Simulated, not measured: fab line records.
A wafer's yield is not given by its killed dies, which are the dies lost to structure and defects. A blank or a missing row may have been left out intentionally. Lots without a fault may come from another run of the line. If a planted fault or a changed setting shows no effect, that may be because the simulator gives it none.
Split-lot study || flow n5Finfet || 21 wafers read across 7 lots, on a route 1938 steps long

ABOUT THE SPLIT
At N5_SD_EPI_P_EXPOSE_06 (exposes mask SD P BLK, target cd 240 nm), the setting doseMj was moved away from the recipe's 39.5 on 10 of the 21 wafers read, by +2.0% to +5.8%. For the rest of the wafers, this setting stayed at what the recipe calls for.

FROM THE SPLIT TO THE READING: what the file shows between them, 2 steps
- N5_SD_EPI_P_PEB_07: peb time 60 s
- N5_SD_EPI_P_DEVELOP_08: develop time 30 s

THE READING
cdNm at N5_SD_EPI_P_CD_MEAS_09, given in nm (cd target 240 nm). Typical for fault-free wafers on this fab line: 240.2 nm, with standard deviation 0.73 nm.

{"wafer": "L074.1", "tool, chamber at the split": "arfiScanner-02, 0", "doseMj as run": 39.5, "against the recipe": "recipe", "cdNm, nm": 240.2, "against lot-mates on the recipe": "-"}
{"wafer": "L074.2", "tool, chamber at the split": "arfiScanner-02, 0", "doseMj as run": 41.79, "against the recipe": "+5.8%", "cdNm, nm": 244.4, "against lot-mates on the recipe": "+4.2"}
{"wafer": "L074.6", "tool, chamber at the split": "arfiScanner-02, 0", "doseMj as run": 41.79, "against the recipe": "+5.8%", "cdNm, nm": 244.1, "against lot-mates on the recipe": "+3.9"}
{"wafer": "L075.1", "tool, chamber at the split": "arfiScanner-01, 0", "doseMj as run": 39.5, "against the recipe": "recipe", "cdNm, nm": 239.7, "against lot-mates on the recipe": "-"}
{"wafer": "L075.2", "tool, chamber at the split": "arfiScanner-01, 0", "doseMj as run": 39.5, "against the recipe": "recipe", "cdNm, nm": 239.5, "against lot-mates on the recipe": "-"}
{"wafer": "L075.3", "tool, chamber at the split": "arfiScanner-01, 0", "doseMj as run": 39.5, "against the recipe": "recipe", "cdNm, nm": 239.6, "against lot-mates on the recipe": "-"}
{"wafer": "L082.2", "tool, chamber at the split": "arfiScanner-03, 0", "doseMj as run": 41.5, "against the recipe": "+5.1%", "cdNm, nm": 244.0, "against lot-mates on the recipe": "+3.3"}
{"wafer": "L082.3", "tool, chamber at the split": "arfiScanner-03, 0", "doseMj as run": 41.5, "against the recipe": "+5.1%", "cdNm, nm": 244.6, "against lot-mates on the recipe": "+3.9"}
{"wafer": "L082.5", "tool, chamber at the split": "arfiScanner-03, 0", "doseMj as run": 39.5, "against the recipe": "recipe", "cdNm, nm": 240.7, "against lot-mates on the recipe": "-"}
{"wafer": "L084.2", "tool, chamber at the split": "arfiScanner-01, 0", "doseMj as run": 40.58, "against the recipe": "+2.7%", "cdNm, nm": 243.3, "against lot-mates on the recipe": "+3.3"}
{"wafer": "L084.3", "tool, chamber at the split": "arfiScanner-01, 0", "doseMj as run": 39.5, "against the recipe": "recipe", "cdNm, nm": 239.4, "against lot-mates on the recipe": "-"}
{"wafer": "L084.6", "tool, chamber at the split": "arfiScanner-01, 0", "doseMj as run": 39.5, "against the recipe": "recipe", "cdNm, nm": 240.6, "against lot-mates on the recipe": "-"}
{"wafer": "L085.1", "tool, chamber at the split": "arfiScanner-01, 0", "doseMj as run": 40.3, "against the recipe": "+2.0%", "cdNm, nm": 242.0, "against lot-mates on the recipe": "+0.5"}
{"wafer": "L085.4", "tool, chamber at the split": "arfiScanner-01, 0", "doseMj as run": 40.3, "against the recipe": "+2.0%", "cdNm, nm": 242.1, "against lot-mates on the recipe": "+0.6"}
{"wafer": "L085.6", "tool, chamber at the split": "arfiScanner-01, 0", "doseMj as run": 39.5, "against the recipe": "recipe", "cdNm, nm": 241.5, "against lot-mates on the recipe": "-"}
{"wafer": "L087.1", "tool, chamber at the split": "arfiScanner-03, 0", "doseMj as run": 39.5, "against the recipe": "recipe", "cdNm, nm": 240.2, "against lot-mates on the recipe": "-"}
{"wafer": "L087.2", "tool, chamber at the split": "arfiScanner-03, 0", "doseMj as run": 39.5, "against the recipe": "recipe", "cdNm, nm": 240.3, "against lot-mates on the recipe": "-"}
{"wafer": "L087.5", "tool, chamber at the split": "arfiScanner-03, 0", "doseMj as run": 41.16, "against the recipe": "+4.2%", "cdNm, nm": 242.8, "against lot-mates on the recipe": "+2.6"}
{"wafer": "L097.1", "tool, chamber at the split": "arfiScanner-01, 0", "doseMj as run": 39.5, "against the recipe": "recipe", "cdNm, nm": 241.0, "against lot-mates on the recipe": "-"}
{"wafer": "L097.2", "tool, chamber at the split": "arfiScanner-01, 0", "doseMj as run": 40.48, "against the recipe": "+2.5%", "cdNm, nm": 242.3, "against lot-mates on the recipe": "+1.3"}
{"wafer": "L097.5", "tool, chamber at the split": "arfiScanner-01, 0", "doseMj as run": 40.48, "against the recipe": "+2.5%", "cdNm, nm": 242.5, "against lot-mates on the recipe": "+1.5"}

FIT RESULTS
A straight line over all 21 wafers: cdNm changes by +0.739 nm for each +1% of doseMj; r = +0.94; the points scatter about the line by 0.59 nm.
The same after taking each lot's own level away (the mean of its wafers on the recipe; 21 wafers): +0.698 nm for each +1%; r = +0.95; scatter 0.5 nm.
That fit puts the effect of the largest move of doseMj on the reading at 4 nm.
From 239.60 to 241.50 nm: that is the span of the lots' own levels, equal to 2.6 times the standard deviation above.
So the lot-to-lot level changes the slope little: the two slopes agree.
Check: for one of the wafers moved furthest among these (+5.8%), held out of the fit, the line's prediction against its lot-mates is +3.93 nm. It came out at +4.2 nm against them.

THE WHOLE CHAIN: every reading that the file lists as answering this split, in the file's order
{"step": "N5_SD_EPI_P_CD_MEAS_09", "what it does": "target cd 240 nm", "reading": "cdNm", "change (the file's fit)": "+0.697 nm for each +1% of the setting", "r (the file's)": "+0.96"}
{"step": "N5_SD_EPI_P_DESCUM_14", "what it does": "chemistry O2, time 7.9 s", "reading": "SD_EPI_P.cdNm (the simulator's own value, which no gauge read)", "change (the file's fit)": "+0.685 nm for each +1% of the setting", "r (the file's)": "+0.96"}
{"step": "N5_SD_EPI_P_ETCH_36", "what it does": "etches SiARC in CF4, target depth 45.5 nm, time 75.8 s", "reading": "SD_EPI_P.cdNm (the simulator's own value, which no gauge read)", "change (the file's fit)": "+0.721 nm for each +1% of the setting", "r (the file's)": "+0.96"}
{"step": "N5_SD_EPI_P_ETCH_37", "what it does": "etches SOC in N2/H2, overetch 108 nm, time 486 s", "reading": "SD_EPI_P.cdNm (the simulator's own value, which no gauge read)", "change (the file's fit)": "+0.742 nm for each +1% of the setting", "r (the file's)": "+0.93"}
{"step": "N5_SD_EPI_P_ETCHBACK_46", "what it does": "etches SiNx in CH3F/O2, stops on SiO2, target depth 17.5 nm", "reading": "SD_EPI_P.cdNm (the simulator's own value, which no gauge read)", "change (the file's fit)": "+0.729 nm for each +1% of the setting", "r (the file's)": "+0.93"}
{"step": "N5_SD_EPI_P_ETCH_47", "what it does": "etches SiOCN in CH3F/O2, target depth 25 nm", "reading": "SD_EPI_P.cdNm (the simulator's own value, which no gauge read)", "change (the file's fit)": "+0.7 nm for each +1% of the setting", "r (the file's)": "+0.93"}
{"step": "N5_SD_EPI_P_SD_RECESS_17", "what it does": "chemistry HBr/Cl2/O2, target depth 39.1 nm, bt time 3 s", "reading": "SD_EPI_P.cdNm (the simulator's own value, which no gauge read)", "change (the file's fit)": "+0.707 nm for each +1% of the setting", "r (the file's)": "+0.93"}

THE FILE'S OWN FIT
cdNm changes by +0.697 nm for each +1% of doseMj, r = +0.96.
